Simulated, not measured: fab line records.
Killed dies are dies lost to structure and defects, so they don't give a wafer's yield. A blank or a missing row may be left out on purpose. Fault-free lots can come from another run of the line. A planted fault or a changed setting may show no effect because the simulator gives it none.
Split-lot study | flow n5-finfet | 39 wafers read across 7 lots, on a route 1938 steps long

THE SPLIT ITSELF
At N5_HKMG_FIN_ETCH_55 (etches SOC in N2/H2, target depth 240 nm, time 300 s), the setting bias-w was moved away from the recipe's 150 W on 18 of the 39 wafers read, by -18.7% to +16.7%. All remaining wafers had this setting at the recipe value.

Reading taken at the split's own step.

THE READING
rf-vpp-V, in V, at N5_HKMG_FIN_ETCH_55 (etches SOC in N2/H2, target depth 240 nm, time 300 s). On this fab line, fault-free wafers typically give 524.0 V with a standard deviation of 2.3 V.

wafer  | tool, chamber at the split | bias-w as run, W | against the recipe | rf-vpp-V, V | against lot-mates on the recipe
L076.1 | rie-diel-04, 0             | 150              | recipe             | 523.8       | -
L076.2 | rie-diel-04, 2             | 124.4            | -17.1%             | 464.1       | -58.5
L076.3 | rie-diel-04, 1             | 124.4            | -17.1%             | 464.4       | -58.2
L076.4 | rie-diel-04, 3             | 124.4            | -17.1%             | 470.2       | -52.4
L076.5 | rie-diel-04, 1             | 150              | recipe             | 523.3       | -
L076.6 | rie-diel-04, 2             | 150              | recipe             | 520.6       | -
L080.1 | rie-diel-04, 2             | 150              | recipe             | 522.0       | -
L080.2 | rie-diel-04, 3             | 175              | +16.7%             | 581.0       | +56.9
L080.3 | rie-diel-04, 0             | 175              | +16.7%             | 576.7       | +52.6
L080.4 | rie-diel-04, 1             | 150              | recipe             | 522.8       | -
L080.5 | rie-diel-04, 0             | 175              | +16.7%             | 577.5       | +53.4
L080.6 | rie-diel-04, 3             | 150              | recipe             | 527.4       | -
L081.1 | rie-diel-02, 0             | 150              | recipe             | 523.9       | -
L081.2 | rie-diel-02, 3             | 150              | recipe             | 523.9       | -
L081.3 | rie-diel-02, 2             | 150              | recipe             | 524.4       | -
L081.4 | rie-diel-02, 1             | 164.2            | +9.5%              | 556.0       | +31.9
L081.5 | rie-diel-02, 3             | 164.2            | +9.5%              | 553.5       | +29.4
L081.6 | rie-diel-02, 2             | 164.2            | +9.5%              | 555.4       | +31.3
L082.1 | rie-diel-02, 0             | 170.5            | +13.7%             | 566.1       | +42.2
L082.2 | rie-diel-02, 3             | 150              | recipe             | 523.6       | -
L082.3 | rie-diel-02, 1             | 150              | recipe             | 525.9       | -
L082.4 | rie-diel-02, 0             | 170.5            | +13.7%             | 566.7       | +42.8
L082.5 | rie-diel-02, 1             | 170.5            | +13.7%             | 570.6       | +46.7
L082.6 | rie-diel-02, 3             | 150              | recipe             | 522.1       | -
L091.1 | rie-diel-04, 2             | 150              | recipe             | 521.6       | -
L091.3 | rie-diel-04, 0             | 150              | recipe             | 523.2       | -
L091.4 | rie-diel-04, 0             | 150              | recipe             | 522.9       | -
L092.1 | rie-diel-06, 0             | 135.4            | -9.7%              | 487.9       | -35.6
L092.2 | rie-diel-06, 2             | 150              | recipe             | 520.7       | -
L092.3 | rie-diel-06, 3             | 150              | recipe             | 525.0       | -
L092.4 | rie-diel-06, 1             | 135.4            | -9.7%              | 494.5       | -29.0
L092.5 | rie-diel-06, 0             | 135.4            | -9.7%              | 487.9       | -35.6
L092.6 | rie-diel-06, 3             | 150              | recipe             | 524.7       | -
L095.1 | rie-diel-02, 0             | 150              | recipe             | 521.2       | -
L095.2 | rie-diel-02, 1             | 121.9            | -18.7%             | 460.6       | -62.3
L095.3 | rie-diel-02, 3             | 121.9            | -18.7%             | 458.7       | -64.2
L095.4 | rie-diel-02, 2             | 150              | recipe             | 524.5       | -
L095.5 | rie-diel-02, 3             | 121.9            | -18.7%             | 456.8       | -66.1
L095.6 | rie-diel-02, 0             | 150              | recipe             | 523.1       | -

THE FIT
A straight line over all 39 wafers: rf-vpp-V changes by +3.36 V for each +1% of bias-w; r = +1.00; the points scatter about the line by 2.1 V.
The same after taking each lot's own level away (the mean of its wafers on the recipe; 39 wafers): +3.32 V for each +1%; r = +1.00; scatter 2 V.
Per that fit: largest bias-w move, reading shift of 62 V.
The span of the lots' own levels, 522.57 to 524.07 V, comes to 0.7 times the standard deviation stated above.
Consequently the slope shifts little with the lot-to-lot level, the two slopes agreeing.
Check: for one of the wafers moved furthest among these (-18.7%), held out of the fit, the line's prediction against its lot-mates is -62.7 V. Against them it came out at -62.3 V.
Tool readings at the split's step, against how far the setting was moved: rf-vpp-V r = +1.00.

OTHER SPLITS ON THESE WAFERS
Before the reading, these wafers also passed through other splits. Each is held against what the fit with the lots' levels taken away leaves over:
other split on the same wafers | wafers away from the commonest value | r with rf-vpp-V (lot level and that fit taken away)
N5_DUMMY_GATE_ETCH_37 source-w | 15                                   | -0.01
N5_DUMMY_GATE_ETCH_42 bias-w   | 12                                   | -0.11

THE WHOLE CHAIN: every reading that the file lists as answering this split, in the file's order
step                | what it does                                         | reading                                                                           | change (the file's fit)               | r (the file's)
N5_HKMG_FIN_ETCH_55 | etches SOC in N2/H2, target depth 240 nm, time 300 s | rf-vpp-V                                                                          | +3.32 V for each +1% of the setting   | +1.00
N5_HKMG_FIN_ETCH_55 | etches SOC in N2/H2, target depth 240 nm, time 300 s | HKMG_FIN.feature-depth-nm (the simulator's own value, which no gauge read)        | +1.48 nm for each +1% of the setting  | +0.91
N5_HKMG_FIN_ETCH_55 | etches SOC in N2/H2, target depth 240 nm, time 300 s | etch.depth-nm (the simulator's own value, which no gauge read)                    | +1.48 nm for each +1% of the setting  | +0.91
N5_HKMG_FIN_ETCH_55 | etches SOC in N2/H2, target depth 240 nm, time 300 s | SiARC_of_HKMG_FIN_COAT_42.thk-nm (the simulator's own value, which no gauge read) | -0.192 nm for each +1% of the setting | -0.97

THE FILE'S OWN FIT
rf-vpp-V changes by +3.32 V for each +1% of bias-w, r = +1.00.
